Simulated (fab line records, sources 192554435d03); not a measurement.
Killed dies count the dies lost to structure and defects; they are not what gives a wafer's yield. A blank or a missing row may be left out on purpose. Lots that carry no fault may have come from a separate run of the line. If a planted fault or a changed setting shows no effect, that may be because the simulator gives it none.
Matching of chambers ; flow n5Finfet ; 4 sister chambers for N5_PMOS_HMC_CHANNEL_EPI_CMP_21 on cmp-04
The step polishes SiGe30, target thk 54 nm. 4 wafers are shown with their chamber, then 7 later ones without.

## WAFERS, EACH WITH ITS CHAMBER
wafer;chamber;motorCurrentA (A)
L079.4;1;12.3
L084.5;3;12.1
L091.1;2;10.0
L091.3;0;10.6

## WAFERS WHOSE CHAMBER IS MISSING
wafer;motorCurrentA (A)
L091.5;10.3
L092.1;11.8
L092.2;10.9
L092.6;13.0
L096.1;10.2
L096.2;11.4
L096.5;11.4

## WHICH CHAMBER EACH WENT THROUGH
wafer;from the rows above;in truth
L091.5;can't be placed: 0 or 2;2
L092.1;can't be placed: 3 or 1 or 0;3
L092.2;can't be placed: 0 or 2 or 3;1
L092.6;can't be placed: 1 or 3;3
L096.1;can't be placed: 2 or 0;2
L096.2;can't be placed: 3 or 0 or 1 or 2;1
L096.5;can't be placed: 3 or 0 or 1 or 2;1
0 of 7 placed correctly. Can't be placed from these rows: 7 (the true chamber is among the candidates in 6). Number placed wrongly: 0.
How it was worked out, from the rows above alone: a wafer's distance from a chamber is the root of the sum, over the readings, of the square of ((its reading less the chamber's mean) divided by the reading's scatter). The wafer belongs to the nearest chamber; if the next one is less than 2 further off, it can't be placed. The mean given for a chamber averages the wafers shown for that chamber. The scatter: with one shown wafer a chamber, the root of the mean of the squares of how far each hidden wafer lies from its nearest shown one.
